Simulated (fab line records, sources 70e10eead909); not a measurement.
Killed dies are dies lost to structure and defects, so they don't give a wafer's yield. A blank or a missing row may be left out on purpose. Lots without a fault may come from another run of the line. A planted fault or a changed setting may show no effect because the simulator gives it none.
Chamber matching | flow nand_harc | NHARC_P_M0_PRE_CLEAN_31 on pecvd-03: 3 sister chambers
The step time 12 s. 22 wafers are shown with their chamber, then 11 later ones without.

WAFERS WITH THEIR CHAMBER
wafer  | chamber | heater_power_w (W)
L076.1 | 0       | 753
L076.2 | 1       | 699
L076.5 | 2       | 589
L078.2 | 0       | 618
L078.3 | 2       | 614
L078.6 | 0       | 630
L079.1 | 2       | 628
L079.2 | 1       | 704
L079.5 | 0       | 710
L083.1 | 1       | 691
L083.2 | 0       | 607
L083.5 | 1       | 695
L085.3 | 0       | 624
L085.5 | 2       | 603
L085.6 | 0       | 612
L086.2 | 1       | 741
L086.3 | 0       | 742
L086.6 | 2       | 646
L087.1 | 0       | 713
L087.5 | 1       | 711
L087.6 | 0       | 708
L089.1 | 0       | 697

SIGNATURES (means of the wafers above)
reading        | chamber 0 | chamber 1 | chamber 2 | scatter within a chamber
heater_power_w | 674.00    | 706.83    | 616.00    | 42.8
Rule: a wafer's distance from a chamber is the root of the sum, over the readings, of the square of ((its reading less the chamber's mean) divided by the reading's scatter). The wafer belongs to the nearest chamber; if the next one is less than 2 further off, it can't be placed. The scatter: the root of (the sum of the squares of (reading less its chamber's mean) over the shown wafers, divided by (wafers less chambers)).

WAFERS WITHOUT THEIR CHAMBER
wafer  | heater_power_w (W)
L089.3 | 756
L089.4 | 708
L090.2 | 537
L090.3 | 689
L090.6 | 687
L091.2 | 720
L091.3 | 707
L091.6 | 688
L096.1 | 603
L096.3 | 694
L096.4 | 627

WHICH CHAMBER EACH WENT THROUGH
wafer  | from the rows above          | in truth
L089.3 | can't be placed: 1 or 0      | 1
L089.4 | can't be placed: 1 or 0      | 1
L090.2 | can't be placed: 2 or 0      | 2
L090.3 | can't be placed: 0 or 1 or 2 | 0
L090.6 | can't be placed: 0 or 1 or 2 | 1
L091.2 | can't be placed: 1 or 0      | 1
L091.3 | can't be placed: 1 or 0      | 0
L091.6 | can't be placed: 0 or 1 or 2 | 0
L096.1 | can't be placed: 2 or 0      | 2
L096.3 | can't be placed: 1 or 0 or 2 | 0
L096.4 | can't be placed: 2 or 0 or 1 | 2
Placed correctly: 0 of 11. Can't be placed from these rows: 11 (the true chamber is among the candidates in 11). Placed wrongly: 0.
